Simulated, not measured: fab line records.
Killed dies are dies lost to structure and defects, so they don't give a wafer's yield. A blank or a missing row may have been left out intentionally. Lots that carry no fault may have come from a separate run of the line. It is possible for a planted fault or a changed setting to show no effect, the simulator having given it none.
Matching of chambers / flow n5-finfet / 4 sister chambers for N5_ILD0_LINER_00 on ald-sin-04
The step material SiNx, target thk 4 nm, pulse time 1 s, purge time 2 s. 4 wafers are shown with their chamber, then 7 later ones without.

## EACH WAFER AND ITS CHAMBER
wafer=L080.2; chamber=3; heater-power-w (W)=953
wafer=L083.6; chamber=1; heater-power-w (W)=694
wafer=L086.2; chamber=2; heater-power-w (W)=890
wafer=L086.4; chamber=0; heater-power-w (W)=766

## WAFERS WHOSE CHAMBER IS MISSING
wafer=L086.5; heater-power-w (W)=700
wafer=L094.1; heater-power-w (W)=680
wafer=L094.3; heater-power-w (W)=793
wafer=L094.4; heater-power-w (W)=893
wafer=L095.2; heater-power-w (W)=784
wafer=L095.5; heater-power-w (W)=922
wafer=L095.6; heater-power-w (W)=885

## WHICH CHAMBER EACH WENT THROUGH
wafer=L086.5; from the rows above=1; in truth=1
wafer=L094.1; from the rows above=1; in truth=1
wafer=L094.3; from the rows above=0; in truth=0
wafer=L094.4; from the rows above=2; in truth=2
wafer=L095.2; from the rows above=0; in truth=0
wafer=L095.5; from the rows above=can't be placed: 3 or 2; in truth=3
wafer=L095.6; from the rows above=2; in truth=2
Correct placement for 6 of the 7. Cannot be placed on the basis of these rows: 1; the candidates contain the true chamber in 1. Number placed wrongly: 0.
How it was worked out, from the rows above alone: a wafer's distance from a chamber is the root of the sum, over the readings, of the square of ((its reading less the chamber's mean) divided by the reading's scatter). If the next closest chamber is less than 2 further off than the closest, the wafer can't be placed; otherwise it belongs to the closest. A chamber's mean is the mean of its shown wafers. The scatter: root of mean squared gap, hidden wafer to nearest shown wafer, with one shown wafer a chamber.
